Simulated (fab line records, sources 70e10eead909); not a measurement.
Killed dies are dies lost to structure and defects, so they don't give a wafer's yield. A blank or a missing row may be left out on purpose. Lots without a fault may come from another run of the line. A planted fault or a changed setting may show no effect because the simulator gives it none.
Chamber matching | flow nand_harc | NHARC_A_DECK1_JOINT_CMP_13 on cmp-04: 4 sister chambers
The step polishes, target thk 51.023 nm. 4 wafers are shown with their chamber, then 8 later ones without.

WAFERS WITH THEIR CHAMBER
wafer  | chamber | motor_current_A (A)
L081.4 | 1       | 12.0
L084.5 | 0       | 11.9
L084.6 | 3       | 10.1
L086.2 | 2       | 9.6

WAFERS WITHOUT THEIR CHAMBER
wafer  | motor_current_A (A)
L086.5 | 11.8
L086.6 | 11.6
L095.2 | 12.1
L095.4 | 12.4
L095.5 | 10.2
L096.2 | 11.7
L096.4 | 10.2
L096.6 | 12.5

WHICH CHAMBER EACH WENT THROUGH
wafer  | from the rows above     | in truth
L086.5 | can't be placed: 0 or 1 | 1
L086.6 | can't be placed: 0 or 1 | 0
L095.2 | can't be placed: 1 or 0 | 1
L095.4 | can't be placed: 1 or 0 | 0
L095.5 | can't be placed: 3 or 2 | 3
L096.2 | can't be placed: 0 or 1 | 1
L096.4 | can't be placed: 3 or 2 | 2
L096.6 | can't be placed: 1 or 0 | 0
Placed correctly: 0 of 8. Can't be placed from these rows: 8 (the true chamber is among the candidates in 8). Placed wrongly: 0.
How it was worked out, from the rows above alone: a wafer's distance from a chamber is the root of the sum, over the readings, of the square of ((its reading less the chamber's mean) divided by the reading's scatter). The wafer belongs to the nearest chamber; if the next one is less than 2 further off, it can't be placed. A chamber's mean is the mean of its shown wafers. The scatter: with one shown wafer a chamber, the root of the mean of the squares of how far each hidden wafer lies from its nearest shown one.
